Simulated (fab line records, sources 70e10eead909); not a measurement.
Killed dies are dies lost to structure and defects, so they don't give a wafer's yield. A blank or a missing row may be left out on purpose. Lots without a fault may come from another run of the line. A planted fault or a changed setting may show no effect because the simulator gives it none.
Chamber matching | flow nand_harc | NHARC_P_BONDPAD_CMP_19 on cmp-01: 4 sister chambers
The step polishes, t overpolish 30 s, cu recess touch 16 s, target thk 160.81 nm. 4 wafers are shown with their chamber, then 9 later ones without.

WAFERS WITH THEIR CHAMBER
wafer  | chamber | motor_current_A (A)
L083.4 | 0       | 11.5
L084.2 | 3       | 12.5
L084.4 | 2       | 8.2
L084.6 | 1       | 10.0

WAFERS WITHOUT THEIR CHAMBER
wafer  | motor_current_A (A)
L087.3 | 9.0
L087.4 | 10.2
L087.6 | 10.9
L091.3 | 10.1
L091.4 | 13.2
L091.6 | 8.9
L093.4 | 10.9
L093.5 | 12.6
L093.6 | 8.4

WHICH CHAMBER EACH WENT THROUGH
wafer  | from the rows above          | in truth
L087.3 | can't be placed: 2 or 1      | 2
L087.4 | 1                            | 1
L087.6 | can't be placed: 0 or 1 or 3 | 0
L091.3 | 1                            | 1
L091.4 | can't be placed: 3 or 0      | 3
L091.6 | can't be placed: 2 or 1      | 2
L093.4 | can't be placed: 0 or 1 or 3 | 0
L093.5 | can't be placed: 3 or 0      | 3
L093.6 | 2                            | 2
Placed correctly: 3 of 9. Can't be placed from these rows: 6 (the true chamber is among the candidates in 6). Placed wrongly: 0.
How it was worked out, from the rows above alone: a wafer's distance from a chamber is the root of the sum, over the readings, of the square of ((its reading less the chamber's mean) divided by the reading's scatter). The wafer belongs to the nearest chamber; if the next one is less than 2 further off, it can't be placed. A chamber's mean is the mean of its shown wafers. The scatter: with one shown wafer a chamber, the root of the mean of the squares of how far each hidden wafer lies from its nearest shown one.
